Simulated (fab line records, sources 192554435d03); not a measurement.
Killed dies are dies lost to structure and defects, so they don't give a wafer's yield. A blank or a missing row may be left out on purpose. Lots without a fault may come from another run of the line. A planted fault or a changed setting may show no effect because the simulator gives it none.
One fault seen from 2 desks | flow n5_finfet | each desk has only its own numbers; what lay behind them comes last

THE METROLOGY DESK
What the gauges read, lot by lot, whatever tool the lot ran on: means of the sampled wafers that have a number. A lot is out of limits, marked OUT, if its mean lies more than 4 standard deviations from the usual mean; the brackets give that distance. Of its 10 readings 7 are shown: those that lie furthest out on some lot.
Columns: A = DIBL_N at N5_BEOL_M4_RC_MEAS_101, usual 36.9 mV/V; B = DIBL_P at N5_BEOL_M4_RC_MEAS_101, usual 37.1 mV/V; C = IOFF_P at N5_BEOL_M4_RC_MEAS_101, usual 0.22 nA/um; D = ION_N at N5_BEOL_M4_RC_MEAS_101, usual 674 uA/um; E = SS_P at N5_BEOL_M4_RC_MEAS_101, usual 73.5 mV/dec; F = VT_N at N5_BEOL_M4_RC_MEAS_101, usual 249 mV; G = VT_P at N5_BEOL_M4_RC_MEAS_101, usual -250 mV
lot  | first seen here | A    | B    | C    | D   | E    | F   | G
L122 | day 8 20:54     | 37.1 | 37.0 | 0.25 | 660 | 73.1 | 251 | -245
L124 | day 9 03:10     | 36.9 | 37.9 | 0.26 | 677 | 73.8 | 249 | -247
L125 | day 9 14:09     | 36.0 | 37.0 | 0.20 | 664 | 73.7 | 251 | -251
L128 | day 10 04:57    | 37.7 | 37.1 | 0.24 | 674 | 73.8 | 248 | -248
L133 | day 11 09:43    | 34.3 | 36.2 | 0.16 | 657 | 72.4 | 256 | -255
L137 | day 12 11:32    | 36.5 | 38.1 | 0.23 | 678 | 74.2 | 252 | -250
L139 | day 12 16:11    | 37.9 | 37.4 | 0.28 | 688 | 74.0 | 245 | -244
L142 | day 13 12:01    | 37.0 | 39.8 | 0.25 | 679 | 74.0 | 248 | -249
L143 | day 13 14:08    | 36.7 | 34.6 | 0.24 | 674 | 73.5 | 249 | -247
This desk's finding: nothing out of limits on any of the 9 lots.

THE TOOL OWNER'S DESK: ald_metal-02
The tool's own readings at N5_BEOL_M0_ALD_136 (deposits TaN, pulse time 2 s, purge time 3 s, co reactant purge time 2 s): means of the sampled wafers that have a number, for each lot that ran on this tool. A lot is out of limits, marked OUT, if its mean lies more than 4 standard deviations from the usual mean; the brackets give that distance.
Columns: A = heater_power_w at N5_BEOL_M0_ALD_136, usual 404 W
lot  | first seen here | A
L122 | day 6 05:55     | 366
L124 | day 6 13:31     | 369
L128 | day 7 18:06     | 408
L133 | day 9 05:17     | 385
L137 | day 9 19:20     | 359
This desk's finding: nothing out of limits on any of the 5 lots.

PUT TOGETHER
The metrology desk saw nothing out of limits.
The tool owner's desk saw nothing out of limits.

WHAT THE SIMULATOR HAD PUT IN
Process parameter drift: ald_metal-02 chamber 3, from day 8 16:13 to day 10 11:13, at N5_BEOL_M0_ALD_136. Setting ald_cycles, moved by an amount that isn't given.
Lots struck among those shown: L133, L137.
